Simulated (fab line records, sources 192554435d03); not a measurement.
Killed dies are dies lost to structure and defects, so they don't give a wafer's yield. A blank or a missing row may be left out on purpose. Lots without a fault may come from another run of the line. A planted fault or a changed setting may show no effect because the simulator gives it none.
fab line records | flow n5_finfet
record lots=9 wafers=26 last_day=16
route steps=1938 shown BEOL_M7@1283 PASSIVATION@1936
lots that met no fault: from a run of the same line without faults
start_h: hours from the record's first day to the start of the lot's first wafer shown | wait_h: hours since the lot's step before | " the same as in the row above | L1.1+2: a row that stands for several wafers | - no value, or no start given | * or withheld: withheld | < > ~ a bound
route shown NAME@n: a module of which the file shows steps, and the number in the route of the first | usual: mean/standard deviation of fault-free wafers | same: alike in all rows | chamber/n: place in a boat | sites: the reading at each site | _std_site: their standard deviation | _edge_site: outer sites' mean less inner sites' | radius_mm: how far each site lies from the wafer's centre | mask NAME#n: copy n | behind: the tool/chamber that last shaped the wafer | hold: why the lot was held/for how many hours/how that ended | device: the transistor (n, p or np) that didn't switch | end of line: the same wafers' tests at the end of the route | a step without rows: its recipe alone | killed: dies lost to structure and defects at the first sort, not the wafer's yield | map: a wafer's dies, x killed, . not, _ none there
set.NAME: the setting as run; set.NAME@STEP: as run at that earlier step | model.NAME: the simulator's own value behind a step, which no gauge read
steps of the route over a sample of lots; a table a step, a row a wafer
services: from which hour (start_h, from the record's first day; less than 0 if before it) a tool's chamber was out of use, for how many hours, and why
## steps
# step N5_BEOL_M7_STRIP_67
# recipe chemistry=CF4 resist=SiARC power_w=300 bias_power_w=75 pressure_mtorr=50 cf4_flow_sccm=150 rf_frequency_hz=6e+07
# usual drypump_motor_current_A=5.6/0.55 oes_product_au=0.82/0.097 rf_vpp_V=271.0/1.8 showerhead_plenum_p_Torr=1.79/0.062 throttle_valve_pct=13.47/0.27
# columns lot.wafer tool chamber start_h wait_h drypump_motor_current_A oes_product_au rf_hours_counter_h rf_vpp_V showerhead_plenum_p_Torr throttle_valve_pct
L946.2 rie_diel-03 2 194.67 0.0 6.6 0.76 160 271.2 1.84 13.50
L946.3 " 1 " " 4.9 0.85 50 271.9 1.89 13.68
L946.4 " 3 " " 5.4 0.96 - 269.5 1.77 13.39
L948.2 rie_diel-03 3 200.01 0.0 5.4 0.94 6 269.3 1.77 13.41
L948.4 " 1 " " 4.9 0.85 - 276.5 1.89 13.66
L948.5 " 2 " " 6.6 0.76 - 273.1 1.84 13.51
L950.2 rie_diel-03 1 218.26 0.0 4.9 0.84 60 272.8 1.89 13.71
L950.3 " 3 " " 5.4 0.92 13 271.5 1.77 13.42
L950.5 " 2 " " 6.6 0.75 - 272.0 1.84 13.53
L952.2 rie_diel-03 3 226.39 0.0 5.4 0.92 15 272.3 1.77 13.42
L952.3 " 0 " " 5.7 0.96 2 270.6 1.77 13.32
L952.5 " 1 " " 4.9 0.84 - 273.7 1.89 13.73
L953.1 rie_diel-04 2 242.16 0.0 6.3 0.69 237 271.1 1.78 13.96
L953.4 " 0 " " 5.1 0.69 228 268.1 1.70 13.61
L953.6 " 1 " " 5.0 0.71 - 270.0 1.72 13.63
L955.1 rie_diel-03 3 245.73 0.0 5.4 0.90 21 270.3 1.77 13.44
L955.2 " 1 " " 4.9 0.83 69 273.2 1.89 13.74
L955.4 " 1 " " 4.9 0.83 - 273.9 1.89 13.73
L956.5 rie_diel-04 3 248.79 0.0 6.1 0.75 - 269.6 1.74 13.73
L956.6 " 0 " " 5.1 0.69 - 269.2 1.70 13.61
L957.1 rie_diel-05 0 269.65 0.0 5.5 0.84 76 270.2 1.81 13.12
L957.3 " 2 " " 5.7 0.99 2 273.2 1.84 13.02
L957.4 " 3 " " 5.0 0.91 23 270.3 1.75 12.90
L963.1 rie_diel-03 1 298.00 0.0 4.9 0.83 79 274.2 1.88 13.76
L963.3 " 2 " " 6.6 0.73 189 273.2 1.83 13.57
L963.6 " 3 " " 5.5 0.88 - 268.9 1.76 13.46
# step N5_BEOL_M7_INSPECT_30
# recipe mode=adi inspect_instrument=brightfield
# usual raw_defect_count=412/89
# columns lot.wafer tool chamber start_h wait_h raw_defect_count
L946.2 defect_inspect-01 - 195.29 0.0 266
L946.3 " - " " 308
L946.4 " - " " 343
L948.2 defect_inspect-01 - 203.83 0.0 366
L948.4 " - " " 537
L948.5 " - " " 578
L950.2 defect_inspect-02 - 219.31 0.0 348
L950.3 " - " " 410
L950.5 " - " " 423
L952.2 defect_inspect-02 - 227.03 0.0 520
L952.3 " - " " 227
L952.5 " - " " 385
L953.1 defect_inspect-02 - 242.98 0.1 395
L953.4 " - " " 364
L953.6 " - " " 405
L955.1 defect_inspect-01 - 246.96 0.1 506
L955.2 " - " " 510
L955.4 " - " " 582
L956.5 defect_inspect-01 - 250.00 0.0 376
L956.6 " - " " 423
L957.1 defect_inspect-02 - 272.36 0.1 371
L957.3 " - " " 361
L957.4 " - " " 446
L963.1 defect_inspect-02 - 299.77 0.1 354
L963.3 " - " " 389
L963.6 " - " " 463
# step N5_BEOL_M7_ETCH_72
# recipe chemistry=N2/H2 target=underlayer target_depth_a=65 mask_material=CAR-EUV time_s=5.2 ion_energy_ev=200 pressure_mtorr=30 source_w=840 bias_w=150 n2_flow_sccm=200 h2_flow_sccm=200 ends=cleared
# usual drypump_motor_current_A=5.5/0.46 etch_rf_on_time_s=5.19/0.13 oes_product_au=0.69/0.098 rf_fwd_power_W=819.3/2.6 rf_vpp_V=523.1/2.8 showerhead_plenum_p_Torr=2.51/0.1 throttle_valve_pct=17.6/0.37
# columns lot.wafer tool chamber start_h wait_h drypump_motor_current_A etch_rf_on_time_s oes_product_au rf_fwd_power_W rf_hours_counter_h rf_vpp_V showerhead_plenum_p_Torr throttle_valve_pct
L946.2 rie_diel-04 3 195.36 0.0 6.1 5.17 0.65 821.0 132 520.5 2.44 17.8
L946.3 " 0 " " 5.1 5.10 0.60 823.6 214 519.6 2.41 17.8
L946.4 " 2 " " 6.3 5.04 0.60 819.9 223 521.7 2.52 18.3
L948.2 rie_diel-04 2 203.90 0.0 6.3 5.06 0.60 818.7 225 523.9 2.52 18.3
L948.4 " 1 " " 5.0 5.28 0.61 825.1 174 521.2 2.42 17.9
L948.5 " 3 " " 6.1 5.21 0.65 821.0 - 520.5 2.44 17.8
L950.2 rie_diel-04 3 219.38 0.0 6.0 5.19 0.66 816.1 138 522.0 2.44 17.8
L950.3 " 0 " " 5.1 5.18 0.60 815.6 221 521.1 2.41 17.8
L950.5 " 2 " " 6.3 5.10 0.60 818.0 - 523.1 2.51 18.3
L952.2 rie_diel-05 0 227.15 0.0 5.5 5.20 0.73 820.5 61 524.5 2.56 17.2
L952.3 " 3 " " 5.0 5.01 0.82 820.6 7 523.4 2.49 17.1
L952.5 " 2 " " 5.7 5.27 0.56 818.3 - 524.1 2.59 17.5
L953.1 rie_diel-05 2 243.05 0.0 5.7 5.33 0.56 815.9 260 528.3 2.59 17.5
L953.4 " 2 " " 5.7 5.25 0.56 817.8 - 525.3 2.59 17.5
L953.6 " 3 " " 5.0 5.06 0.81 820.4 - 521.9 2.49 17.1
L955.1 rie_diel-05 0 247.03 0.0 5.5 5.25 0.72 814.4 68 525.9 2.56 17.2
L955.2 " 1 " " 5.8 5.40 0.83 818.4 1 529.1 2.73 17.7
L955.4 " 3 " " 5.0 5.05 0.81 817.7 - 524.2 2.49 17.1
L956.5 rie_diel-05 3 250.07 0.0 5.0 5.07 0.81 818.5 - 520.4 2.49 17.1
L956.6 " 1 " " 5.8 5.42 0.83 822.6 - 529.1 2.73 17.7
L957.1 rie_diel-04 0 272.43 0.0 5.1 5.10 0.60 817.2 237 520.5 2.40 17.8
L957.3 " 1 " " 5.0 5.38 0.59 813.7 194 519.1 2.41 17.9
L957.4 " 2 " " 6.3 5.13 0.59 815.9 246 522.7 2.51 18.3
L963.1 rie_diel-04 0 299.97 0.0 5.1 5.04 0.59 816.9 246 521.8 2.39 17.8
L963.3 " 1 " " 5.0 5.31 0.59 816.9 203 521.1 2.41 17.9
L963.6 " 3 " " 6.1 5.22 0.63 820.1 - 519.5 2.43 17.9
# step N5_BEOL_M7_TRENCH_ETCH_37
# recipe chemistry=C4F6/O2 target_depth_a=934.78 target=SiCOH_lowk time_s=31.2 ion_energy_ev=250 pressure_mtorr=30 source_w=345 bias_w=185 Ar_flow_sccm=300 C4F6_flow_sccm=10 O2_flow_sccm=10
# usual drypump_motor_current_A=5.5/0.45 oes_product_au=0.81/0.11 rf_fwd_power_W=340.0/2 rf_vpp_V=656/13 showerhead_plenum_p_Torr=2.81/0.11 throttle_valve_pct=20.65/0.28
# columns lot.wafer tool chamber start_h wait_h drypump_motor_current_A oes_product_au rf_fwd_power_W rf_hours_counter_h rf_vpp_V showerhead_plenum_p_Torr throttle_valve_pct
L946.2 rie_diel-04 3 195.59 - 6.1 0.78 340.2 132 643 2.73 20.82
L946.3 " 0 " " 5.1 0.70 340.5 214 677 2.70 20.76
L946.4 " 2 " " 6.3 0.71 341.6 223 642 2.80 21.09
L948.2 rie_diel-04 2 204.13 - 6.3 0.70 341.2 225 642 2.79 21.10
L948.4 " 1 " " 5.0 0.71 340.9 174 642 2.73 20.95
L948.5 " 3 " " 6.0 0.77 338.8 - 645 2.73 20.83
L950.2 rie_diel-04 3 219.62 - 6.1 0.76 342.5 138 645 2.72 20.83
L950.3 " 0 " " 5.1 0.69 341.5 221 676 2.69 20.77
L950.5 " 2 " " 6.3 0.70 342.2 - 641 2.79 21.10
L952.2 rie_diel-05 0 227.38 - 5.5 0.86 336.8 61 665 2.89 20.40
L952.3 " 3 " " 5.0 0.98 341.5 8 644 2.79 20.21
L952.5 " 2 " " 5.6 0.65 339.6 - 665 2.92 20.64
L953.1 rie_diel-05 2 243.29 - 5.7 0.64 336.9 260 664 2.91 20.62
L953.4 " 2 " " 5.7 0.65 337.7 - 664 2.91 20.63
L953.6 " 3 " " 5.0 0.95 341.1 - 646 2.79 20.24
L955.1 rie_diel-05 0 247.26 - 5.5 0.85 335.5 68 664 2.88 20.42
L955.2 " 1 " " 5.8 0.97 342.5 1 671 3.04 20.55
L955.4 " 3 " " 5.0 0.94 341.9 - 644 2.79 20.23
L956.5 rie_diel-05 3 250.32 - 5.0 0.93 341.4 - 645 2.79 20.22
L956.6 " 1 " " 5.8 0.96 341.5 - 671 3.04 20.56
L957.1 rie_diel-04 0 272.66 - 5.1 0.68 341.5 237 676 2.69 20.77
L957.3 " 1 " " 5.0 0.68 338.8 194 643 2.72 20.97
L957.4 " 2 " " 6.2 0.69 341.2 246 640 2.79 21.15
L963.1 rie_diel-04 0 300.21 - 5.1 0.72 424.2 246 606 2.68 20.81
L963.3 " 1 " " 5.0 0.68 338.8 203 641 2.72 20.99
L963.6 " 3 " " 6.0 0.73 339.3 - 645 2.71 20.88
# step N5_BEOL_M7_OCD_MEAS_38
# usual trench_depth_nm=93.2/1.8
# columns lot.wafer tool chamber start_h wait_h trench_depth_nm
L946.2 ocd-01 - 195.75 - 93.7
L946.3 " - " " 94.0
L946.4 " - " " 94.8
L948.2 ocd-02 - 204.29 - 95.2
L948.4 " - " " 91.6
L948.5 " - " " 95.3
L950.2 ocd-01 - 219.77 - 93.6
L950.3 " - " " 92.9
L950.5 " - " " 94.2
L952.2 ocd-02 - 227.54 - 94.0
L952.3 " - " " 96.2
L952.5 " - " " 90.8
L953.1 ocd-01 - 243.45 - 90.3
L953.4 " - " " 91.0
L953.6 " - " " 94.1
L955.1 ocd-01 - 247.42 - 92.7
L955.2 " - " " 91.2
L955.4 " - " " 95.3
L956.5 ocd-01 - 250.46 - 94.2
L956.6 " - " " 91.1
L957.1 ocd-02 - 272.83 - 93.3
L957.3 " - " " 89.3
L957.4 " - " " 93.9
L963.1 ocd-01 - 300.37 - 102.5
L963.3 " - " " 90.2
L963.6 " - " " 91.7
# step N5_BEOL_M7_THK_MEAS_53
# recipe thk_meas_gauge=xrf reads=Cu_of_BEOL_M7_ECD_50
# usual M7_THK=77.4/2.1
# columns lot.wafer tool chamber start_h wait_h M7_THK[nm]
L946.2 film_metro-01 - 200.19 - 77.0
L946.3 " - " " 79.4
L946.4 " - " " 79.5
L948.2 film_metro-01 - 206.73 - 80.3
L948.4 " - " " 74.1
L948.5 " - " " 79.1
L950.2 film_metro-02 - 222.29 - 76.5
L950.3 " - " " 77.5
L950.5 " - " " 77.4
L952.2 film_metro-02 - 231.52 - 77.0
L952.3 " - " " 80.3
L952.5 " - " " 74.5
L953.1 film_metro-01 - 245.76 - 74.9
L953.4 " - " " 76.7
L953.6 " - " " 78.7
L955.1 film_metro-01 - 249.45 - 78.6
L955.2 " - " " 76.0
L955.4 " - " " 79.5
L956.5 film_metro-02 - 254.86 - 76.2
L956.6 " - " " 73.5
L957.1 film_metro-01 - 276.80 - 78.3
L957.3 " - " " 73.5
L957.4 " - " " 77.9
L963.1 film_metro-01 - 304.14 - 88.5
L963.3 " - " " 73.2
L963.6 " - " " 76.7
# step N5_BEOL_M7_RS_MEAS_57
# recipe thk_meas_gauge=four-point-probe reads=Cu_of_BEOL_M7_ECD_50+Co_of_BEOL_M7_CVD_78+TaN_of_BEOL_M7_ALD_77
# usual M7_RS=0.288/0.0094
# columns lot.wafer tool chamber start_h wait_h M7_RS[ohm/sq]
L946.2 film_metro-02 - 200.36 0.1 0.292
L946.3 " - " " 0.281
L946.4 " - " " 0.281
L948.2 film_metro-02 - 206.86 0.1 0.277
L948.4 " - " " 0.301
L948.5 " - " " 0.279
L950.2 film_metro-01 - 222.46 0.1 0.290
L950.3 " - " " 0.285
L950.5 " - " " 0.284
L952.2 film_metro-01 - 231.65 0.1 0.289
L952.3 " - " " 0.275
L952.5 " - " " 0.302
L953.1 film_metro-01 - 245.89 0.1 0.300
L953.4 " - " " 0.294
L953.6 " - " " 0.284
L955.1 film_metro-02 - 249.58 0.1 0.284
L955.2 " - " " 0.298
L955.4 " - " " 0.282
L956.5 film_metro-01 - 254.99 0.0 0.295
L956.6 " - " " 0.306
L957.1 film_metro-02 - 276.96 0.1 0.285
L957.3 " - " " 0.307
L957.4 " - " " 0.285
L963.1 film_metro-01 - 304.27 0.1 0.244
L963.3 " - " " 0.305
L963.6 " - " " 0.290
# step N5_PASSIVATION_PROBE_49
# usual defect_limited_yield=91.5/1.6 killed_at_M0_to_M3=33/10 killed_at_M4_up=13/5.6 killed_at_contacts=13/6 killed_at_front_end=39/12 killed_at_other=3.0/2.8 killed_dies=101/19 killed_open=65/13 killed_short=32/8.3 sort_bin_4_leakage=0.00/0.0072 sort_bin_5_function=5.0/1 sort_bin_6_memory=3.1/0.69 sort_n_pass=1079/19 sort_yield_pct=91.5/1.6
# same gross_dies=1180 killed_at_back_side=0 sort_bin_8_speed[%]=0
# columns lot.wafer tool chamber start_h wait_h defect_limited_yield[%] killed_at_M0_to_M3 killed_at_M4_up killed_at_contacts killed_at_front_end killed_at_other killed_dies killed_open killed_short sort_bin_4_leakage[%] sort_bin_5_function[%] sort_bin_6_memory[%] sort_n_pass sort_yield_pct[%]
L948.2 prober-01 - 270.50 0.2 91.1 32 12 17 37 7 105 74 25 0 4.9 3.5 1075 91.1
L948.4 prober-01 - 270.60 0.3 92.9 30 7 13 23 11 84 55 27 0 3.6 3.2 1096 92.9
L948.5 prober-01 - 270.65 0.3 92.8 21 12 9 37 6 85 58 22 0 4.2 2.6 1095 92.8
L946.2 prober-01 - 273.74 0.4 91.6 40 8 9 41 1 99 63 34 0 4.9 3.1 1081 91.6
L946.3 prober-01 - 273.79 0.5 90.2 43 7 7 58 1 116 71 40 0 5.0 4.2 1064 90.2
L946.4 prober-01 - 273.84 0.5 89.7 42 24 8 45 3 122 77 42 0 6.2 3.6 1058 89.7
L950.2 prober-01 - 308.35 0.1 94.2 25 9 8 27 0 69 50 16 0 3.1 2.8 1111 94.2
L950.3 prober-01 - 308.40 0.1 90.3 42 10 16 44 3 115 81 32 0 5.3 3.9 1065 90.3
L950.5 prober-01 - 308.50 0.2 91.7 41 16 10 29 2 98 55 41 0 5.1 3.1 1082 91.7
L952.2 prober-02 - 311.99 0.1 90.9 22 12 13 58 2 107 68 37 0.08 5.4 2.9 1072 90.8
L952.3 prober-02 - 312.04 0.1 88.9 53 23 15 34 6 131 84 38 0 6.2 4.0 1049 88.9
L952.5 prober-02 - 312.14 0.2 90.3 33 25 10 34 12 114 67 36 0 4.7 3.9 1066 90.3
L953.1 prober-02 - 315.71 0.0 91.9 25 10 21 39 0 95 68 22 0 4.8 2.7 1085 91.9
L953.4 prober-02 - 315.86 0.2 91.7 32 14 16 36 0 98 68 26 0 5.1 3.1 1082 91.7
L953.6 prober-02 - 315.96 0.3 89.7 40 17 14 47 4 122 89 31 0 6.6 3.6 1058 89.7
L955.1 prober-01 - 327.19 0.0 89.1 37 21 14 54 3 129 88 34 0 6.9 3.6 1051 89.1
L955.2 prober-01 - 327.24 0.1 91.5 22 13 14 49 2 100 63 35 0 4.7 3.3 1080 91.5
L955.4 prober-01 - 327.34 0.2 90.3 37 17 11 48 1 114 79 34 0 6.2 3.2 1066 90.3
L956.5 prober-02 - 338.58 0.2 90.8 46 15 6 39 3 109 64 38 0 5.0 3.2 1071 90.8
L956.6 prober-02 - 338.63 0.3 90.9 22 23 5 54 3 107 72 27 0 4.7 3.7 1073 90.9
L957.1 prober-01 - 346.82 0.0 91.7 36 12 4 46 0 98 62 35 0 5.3 2.4 1082 91.7
L957.3 prober-01 - 346.92 0.1 91.7 37 10 11 40 0 98 58 40 0 4.1 3.7 1082 91.7
L957.4 prober-01 - 346.97 0.2 91.9 40 9 17 28 1 95 62 31 0 5.5 2.2 1085 91.9
L963.1 prober-01 - 376.89 0.0 94.5 35 5 2 23 0 65 50 14 0 3.1 2.3 1115 94.5
L963.3 prober-01 - 376.99 0.1 93.1 18 9 17 36 1 81 51 19 0 3.8 2.0 1099 93.1
L963.6 prober-01 - 377.14 0.3 94.8 26 8 2 22 3 61 38 23 0 3.1 1.9 1119 94.8
# killed by level:class
L948.2 FIN_SAQP:geometric_particle:open=16 MOL_CONTACT_COAG:geometric_particle:open=13 FIN_SAQP:geometric_particle:short=10 BEOL_M2:geometric_particle:open=9 BEOL_M1:geometric_particle:open=6 DUMMY_GATE:geometric_particle:open=5 BEOL_M3:geometric_particle:open=5 MOL_CONTACT_COAG:geometric_particle:short=4
L948.4 MOL_CONTACT_COAG:geometric_particle:open=9 FIN_SAQP:geometric_particle:open=6 BEOL_M3:geometric_particle:open=6 BEOL_M0_SAQP:geometric_particle:open=5 BEOL_M3:geometric_particle:short=5 PASS1_DEP:geometric_particle:open=5 BEOL_M1:geometric_particle:open=4 BEOL_M5:geometric_particle:open=4
L948.5 FIN_SAQP:geometric_particle:open=12 BEOL_M3:geometric_particle:open=10 MOL_CONTACT_COAG:geometric_particle:open=8 FIN_SAQP:geometric_particle:short=5 BEOL_M2:geometric_particle:open=5 DUMMY_GATE:geometric_particle:open=4 STARTING-WAFER:geometric_particle:open=3 STI_FIN_REVEAL:geometric_particle:short=2
L946.2 STI_FIN_REVEAL:geometric_particle:open=15 BEOL_M2:geometric_particle:open=9 MOL_CONTACT_COAG:geometric_particle:open=7 BEOL_M1:geometric_particle:open=6 BEOL_M3:geometric_particle:open=6 BEOL_M0_SAQP:geometric_particle:short=5 BEOL_M4:geometric_particle:short=5 FIN_SAQP:geometric_particle:short=4
L946.3 STI_FIN_REVEAL:geometric_particle:open=17 FIN_SAQP:geometric_particle:open=12 BEOL_M0_SAQP:geometric_particle:short=9 FIN_SAQP:geometric_particle:short=7 MOL_CONTACT_COAG:geometric_particle:open=6 BEOL_M0_SAQP:geometric_particle:open=6 BEOL_M2:geometric_particle:open=6 STI_FIN_REVEAL:geometric_particle:short=5
L946.4 BEOL_M0_SAQP:geometric_particle:short=14 STI_FIN_REVEAL:geometric_particle:open=12 BEOL_M0_SAQP:geometric_particle:open=11 BEOL_M4:geometric_particle:open=10 DUMMY_GATE:geometric_particle:open=8 FIN_SAQP:geometric_particle:open=6 MOL_CONTACT_COAG:geometric_particle:open=6 BEOL_M3:geometric_particle:open=5
L950.2 FIN_SAQP:geometric_particle:open=11 MOL_CONTACT_COAG:geometric_particle:open=8 BEOL_M2:geometric_particle:open=8 FIN_SAQP:geometric_particle:short=6 BEOL_M0_SAQP:geometric_particle:open=6 STI_FIN_REVEAL:geometric_particle:open=5 BEOL_M4:geometric_particle:open=4 BEOL_M2:geometric_particle:short=3
L950.3 MOL_CONTACT_COAG:geometric_particle:open=13 FIN_SAQP:geometric_particle:open=12 BEOL_M2:geometric_particle:open=8 BEOL_M1:geometric_particle:open=8 BEOL_M0_SAQP:geometric_particle:short=6 BEOL_M3:geometric_particle:open=6 FIN_SAQP:geometric_particle:short=5 STI_FIN_REVEAL:geometric_particle:open=5
L950.5 FIN_SAQP:geometric_particle:short=11 FIN_SAQP:geometric_particle:open=7 BEOL_M0_SAQP:geometric_particle:short=7 BEOL_M2:geometric_particle:open=7 MOL_CONTACT_COAG:geometric_particle:open=6 BEOL_M0_SAQP:geometric_particle:open=6 BEOL_M0:geometric_particle:open=6 BEOL_M1:geometric_particle:open=5
L952.2 STI_FIN_REVEAL:geometric_particle:open=22 FIN_SAQP:geometric_particle:short=12 MOL_CONTACT_COAG:geometric_particle:open=11 BEOL_M0_SAQP:geometric_particle:open=6 FIN_SAQP:geometric_particle:open=5 BEOL_M3:geometric_particle:short=4 BEOL_M3:geometric_particle:open=4 BEOL_M5:geometric_particle:open=4
L952.3 BEOL_M0_SAQP:geometric_particle:open=13 MOL_CONTACT_COAG:geometric_particle:open=11 BEOL_M0_SAQP:geometric_particle:short=9 BEOL_M1:geometric_particle:open=9 BEOL_M2:geometric_particle:open=9 BEOL_M4:geometric_particle:open=9 BEOL_M3:geometric_particle:open=5 FIN_SAQP:geometric_particle:open=4
L952.5 BEOL_M0_SAQP:geometric_particle:open=10 STI_FIN_REVEAL:geometric_particle:open=8 MOL_CONTACT_COAG:geometric_particle:open=6 BEOL_M4:geometric_particle:open=6 HKMG_FIN:area_etch=6 FIN_SAQP:geometric_particle:open=5 BEOL_M1:geometric_particle:open=5 MIM_TOP_ETCH:geometric_particle:open=5
L953.1 MOL_CONTACT_COAG:geometric_particle:open=20 STI_FIN_REVEAL:geometric_particle:open=16 BEOL_M0_SAQP:geometric_particle:open=9 BEOL_M0_SAQP:geometric_particle:short=7 FIN_SAQP:geometric_particle:short=5 FIN_SAQP:geometric_particle:open=4 DUMMY_GATE:geometric_particle:open=3 ILD0:geometric_particle:open=3
L953.4 MOL_CONTACT_COAG:geometric_particle:open=10 STI_FIN_REVEAL:geometric_particle:open=9 DUMMY_GATE:geometric_particle:open=8 BEOL_M1:geometric_particle:open=8 BEOL_M3:geometric_particle:open=6 ILD0:geometric_particle:open=5 BEOL_M4:geometric_particle:open=5 STI_FIN_REVEAL:geometric_particle:short=4
L953.6 FIN_SAQP:geometric_particle:open=16 MOL_CONTACT_COAG:geometric_particle:open=13 STI_FIN_REVEAL:geometric_particle:open=9 BEOL_M3:geometric_particle:open=9 BEOL_M0_SAQP:geometric_particle:open=7 BEOL_M0_SAQP:geometric_particle:short=7 BEOL_M0:geometric_particle:open=7 BEOL_M4:geometric_particle:open=5
L955.1 STI_FIN_REVEAL:geometric_particle:open=17 MOL_CONTACT_COAG:geometric_particle:open=11 FIN_SAQP:geometric_particle:open=10 FIN_SAQP:geometric_particle:short=9 BEOL_M0_SAQP:geometric_particle:short=8 BEOL_M3:geometric_particle:open=8 BEOL_M0_SAQP:geometric_particle:open=6 BEOL_M2:geometric_particle:open=5
L955.2 STI_FIN_REVEAL:geometric_particle:open=16 MOL_CONTACT_COAG:geometric_particle:open=11 FIN_SAQP:geometric_particle:short=6 STI_FIN_REVEAL:geometric_particle:short=5 BEOL_M0_SAQP:geometric_particle:short=5 BEOL_M3:geometric_particle:open=5 BEOL_M7:geometric_particle:open=5 DUMMY_GATE:geometric_particle:open=4
L955.4 STI_FIN_REVEAL:geometric_particle:open=10 MOL_CONTACT_COAG:geometric_particle:open=10 BEOL_M0_SAQP:geometric_particle:open=10 FIN_SAQP:geometric_particle:open=9 BEOL_M4:geometric_particle:open=9 FIN_SAQP:geometric_particle:short=8 BEOL_M0_SAQP:geometric_particle:short=7 BEOL_M1:geometric_particle:open=6
L956.5 BEOL_M0_SAQP:geometric_particle:open=9 BEOL_M3:geometric_particle:open=8 BEOL_M4:geometric_particle:open=8 BEOL_M2:geometric_particle:open=7 HKMG_FIN:area_etch=6 BEOL_M1:geometric_particle:short=5 STI_FIN_REVEAL:geometric_particle:open=5 DUMMY_GATE:geometric_particle:open=5
L956.6 STI_FIN_REVEAL:geometric_particle:open=13 BEOL_M2:geometric_particle:open=10 BEOL_M4:geometric_particle:open=9 FIN_SAQP:geometric_particle:open=6 DUMMY_GATE:geometric_particle:open=6 MOL_CONTACT_COAG:geometric_particle:open=5 BEOL_M2:geometric_particle:short=5 HKMG_FIN:area_etch=5
L957.1 FIN_SAQP:geometric_particle:open=18 BEOL_M0_SAQP:geometric_particle:open=9 FIN_SAQP:geometric_particle:short=8 BEOL_M2:geometric_particle:open=8 BEOL_M0_SAQP:geometric_particle:short=8 DUMMY_GATE:geometric_particle:open=6 BEOL_M4:geometric_particle:short=5 BEOL_M1:geometric_particle:open=5
L957.3 FIN_SAQP:geometric_particle:short=12 MOL_CONTACT_COAG:geometric_particle:open=10 BEOL_M0_SAQP:geometric_particle:short=9 BEOL_M1:geometric_particle:open=8 FIN_SAQP:geometric_particle:open=7 BEOL_M0_SAQP:geometric_particle:open=7 GATE_CUT:geometric_particle:short=6 BEOL_M2:geometric_particle:open=5
L957.4 MOL_CONTACT_COAG:geometric_particle:open=14 BEOL_M0_SAQP:geometric_particle:short=12 BEOL_M0_SAQP:geometric_particle:open=7 BEOL_M2:geometric_particle:open=7 DUMMY_GATE:geometric_particle:open=6 GATE_CUT:geometric_particle:open=6 BEOL_M3:geometric_particle:open=6 BEOL_M4:geometric_particle:short=4
L963.1 BEOL_M2:geometric_particle:open=12 BEOL_M0_SAQP:geometric_particle:open=9 BEOL_M0_SAQP:geometric_particle:short=5 BEOL_M1:geometric_particle:open=5 STI_FIN_REVEAL:geometric_particle:open=4 DUMMY_GATE:geometric_particle:open=4 GATE_CUT:geometric_particle:short=4 FIN_SAQP:geometric_particle:open=3
L963.3 MOL_CONTACT_COAG:geometric_particle:open=14 HKMG_FIN:area_etch=10 BEOL_M2:geometric_particle:open=7 BEOL_M3:geometric_particle:open=5 BEOL_M4:geometric_particle:open=5 DUMMY_GATE:geometric_particle:open=4 BEOL_M0_SAQP:geometric_particle:open=4 FIN_SAQP:geometric_particle:open=3
L963.6 BEOL_M2:geometric_particle:open=8 BEOL_M3:geometric_particle:open=7 STI_FIN_REVEAL:geometric_particle:open=4 BEOL_M3:geometric_particle:short=4 FIN_SAQP:geometric_particle:short=3 BEOL_M4:geometric_particle:open=3 FIN_SAQP:geometric_particle:open=2 DUMMY_GATE:geometric_particle:short=2
## services
# columns tool chamber start_h hours kind
rie_diel-05 3 180.01 - clean
rie_diel-05 3 180.01 - consumable_replace:focus_ring
rie_diel-05 3 180.01 23.3 scheduled_down
rie_diel-05 3 180.01 23.3 vent_cycle
rie_diel-04 1 183.48 4.8 repair
rie_diel-03 0 193.33 - clean
rie_diel-03 0 193.33 - consumable_replace:focus_ring
rie_diel-03 0 193.33 26.6 scheduled_down
rie_diel-03 0 193.33 26.6 vent_cycle
rie_diel-05 1 212.43 - clean
rie_diel-05 1 212.43 - consumable_replace:focus_ring
rie_diel-05 1 212.43 - consumable_replace:showerhead
rie_diel-05 1 212.43 30.8 scheduled_down
rie_diel-05 1 212.43 30.8 vent_cycle
rie_diel-05 2 243.42 - clean
rie_diel-05 2 243.42 - consumable_replace:focus_ring
rie_diel-05 2 243.42 18.1 scheduled_down
rie_diel-05 2 243.42 18.1 vent_cycle
rie_diel-04 2 287.02 - clean
rie_diel-04 2 287.02 - consumable_replace:focus_ring
## key
first_sign step=N5_BEOL_M7_TRENCH_ETCH_37 reading=rf_fwd_power_W direction=up sigmas=42 usual=* struck=*
effect step=N5_BEOL_M7_TRENCH_ETCH_37 reading=rf_vpp_V direction=down sigmas=3.7 usual=656 struck=606
effect step=N5_BEOL_M7_OCD_MEAS_38 reading=trench_depth_nm direction=up sigmas=5.2 usual=93.2 struck=102.5
effect step=N5_BEOL_M7_THK_MEAS_53 reading=M7_THK direction=up sigmas=5.3 usual=77.4 struck=88.5
effect step=N5_BEOL_M7_RS_MEAS_57 reading=M7_RS direction=down sigmas=4.6 usual=0.288 struck=0.244
met_at N5_BEOL_M7_TRENCH_ETCH_37
struck_lots L963
struck_wafers L963.1
baseline_loss step=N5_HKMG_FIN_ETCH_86 wafers=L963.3
not_acting_at N5_BEOL_M7_STRIP_67,N5_BEOL_M7_INSPECT_30,N5_BEOL_M7_ETCH_72
onset_between 272.66 300.21
fault kind=process_parameter_drift tool=rie_diel-04 chamber=0 onset_h=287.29 steps=N5_BEOL_M7_TRENCH_ETCH_37 channel=source_w offset=82.8 shape=step end_h=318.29 acts_in=these_recipes_only stated=345
# baseline_loss: these wafers lose ten dies or more at that step, a loss of the line's own and not of a fault; the sort's usual values leave them out
